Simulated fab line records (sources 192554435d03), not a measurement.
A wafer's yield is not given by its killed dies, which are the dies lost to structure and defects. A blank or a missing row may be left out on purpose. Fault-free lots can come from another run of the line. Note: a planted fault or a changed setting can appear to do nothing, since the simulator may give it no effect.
Matching of chambers -- flow n5-finfet -- rie-diel-01 running N5_BEOL_M4_ETCH_74: 4 sister chambers
The step etches underlayer in N2/H2, target depth 6.5 nm, time 5.2 s. 4 wafers are shown with their chamber, then 7 later ones without.

WAFERS, EACH WITH ITS CHAMBER
wafer,chamber,showerhead-plenum-p-Torr (Torr)
L085.4,3,2.69
L085.5,0,2.50
L086.2,2,2.66
L086.4,1,2.49

WAFERS WITHOUT THEIR CHAMBER
wafer,showerhead-plenum-p-Torr (Torr)
L086.6,2.50
L091.3,2.68
L091.4,2.49
L091.6,2.66
L095.1,2.48
L095.4,2.49
L095.5,2.49

WHICH CHAMBER EACH WENT THROUGH
wafer,from the rows above,in truth
L086.6,can't be placed: 0 or 1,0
L091.3,can't be placed: 3 or 2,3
L091.4,can't be placed: 1 or 0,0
L091.6,2,2
L095.1,can't be placed: 1 or 0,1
L095.4,can't be placed: 1 or 0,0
L095.5,can't be placed: 1 or 0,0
Placed correctly: 1 of 7. Cannot be placed on the basis of these rows: 6; the candidates contain the true chamber in 6. Wrongly placed: 0.
How it was worked out, from the rows above alone: a wafer's distance from a chamber is the root of the sum, over the readings, of the square of ((its reading less the chamber's mean) divided by the reading's scatter). The wafer belongs to the nearest chamber; if the next one is less than 2 further off, it can't be placed. For every chamber, the mean is computed from those of its wafers that are shown. The scatter: root of mean squared gap, hidden wafer to nearest shown wafer, with one shown wafer a chamber.
